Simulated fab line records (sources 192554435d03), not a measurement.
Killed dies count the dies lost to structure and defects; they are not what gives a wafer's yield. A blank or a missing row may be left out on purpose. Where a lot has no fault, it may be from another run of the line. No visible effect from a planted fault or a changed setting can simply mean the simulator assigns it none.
Problem report, 8D (eight disciplines) form, completed by code -- flow n5_finfet -- the parts of the form that need people (team, actions taken, sign-off) are left out

## 1. THE PROBLEM
spin_speed_rpm at N5_BEOL_M4_COAT_68 reads a mean of 1685.1 rpm on 6 wafers of 2 lots; wafers without a fault read 1500.0 rpm with a standard deviation of 0.96. That is +99 or more standard deviations from the usual mean.
The step: time 60 s, resist thk 12 nm.
First observed at day 10 10:44: wafer L344.3, on litho_track-01. At this step, 24 wafers from 8 lots have a number in the record. The rule behind "out" and "out of limits": a value lying over 4 standard deviations away from the usual mean. The rest of the wafers with a number are treated as sound.

## 2. WHAT IT IS AND WHAT IT IS NOT
question,is,is not
which readings at this step,spin_speed_rpm,-
which lots,"L344, L346","L336, L337, L341, L352, L355, L356"
which wafers of those lots,all that have a number,-
read on which tools,litho_track-01,"litho_track-04, litho_track-05"
when,from day 10 10:44,"up to then (9 sound wafers); but 9 sound wafers of L352, L355, L356 came after"

## 3. THE SUSPECTS, EACH WITH WHAT RULES IT OUT
Counting: any tool at a process step up to the reading is kept as a suspect provided that every lot that is out went through it and no sound lot did after the first of them.
- litho_track-01 at N5_BEOL_M4_COAT_68 (time 60 s, resist thk 12 nm): kept. It processed each lot that is out, first L344 at day 10 10:44, and no sound lot thereafter; up to then, the last sound lot it processed was L337 at day 8 12:04. Its own readings are out on those wafers: spin_speed_rpm.
Remaining after the count: litho_track-01 at N5_BEOL_M4_COAT_68.

## 4. THE CAUSE (what the simulator had put in)
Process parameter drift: litho_track-01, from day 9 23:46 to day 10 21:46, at N5_BEOL_M4_COAT_68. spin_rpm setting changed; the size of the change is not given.
The count eliminated every tool but this one.

## 5. THE CHAIN OF EFFECTS, in route order
Each row: a reading where the mean over the struck wafers with a number is more than 3 standard deviations away from the usual. Scope: only readings with a usual standard deviation given in the record; hours: median across lots of the time from each lot's start at the first step in this table that gives one to its start at this step; sigmas: change in usual standard deviations.
hours,step,reading,usual,on struck wafers,change,sigmas
0,N5_BEOL_M4_COAT_68,spin_speed_rpm,1500.0 rpm,1685.1,+185.1,+99 or more
1,N5_BEOL_M4_ETCH_69,etch_rf_on_time_s,25.81 s,24.41,-1.40,-4.8
It contains these process steps:
- N5_BEOL_M4_COAT_68: time 60 s, resist thk 12 nm.
- N5_BEOL_M4_ETCH_69: etches SiARC in CF4, target depth 15.6 nm, time 26 s.
At these later measuring or inspecting steps, every struck wafer for which the step has a row has a number for every such reading, and none has moved that far: N5_BEOL_M4_INSPECT_30, N5_BEOL_M4_RC_MEAS_101.

## 6. HOW IT WOULD HAVE BEEN CAUGHT EARLIER
In this record no reading fell out of limits until day 10 10:44, 11 hours after the fault had begun at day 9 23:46.
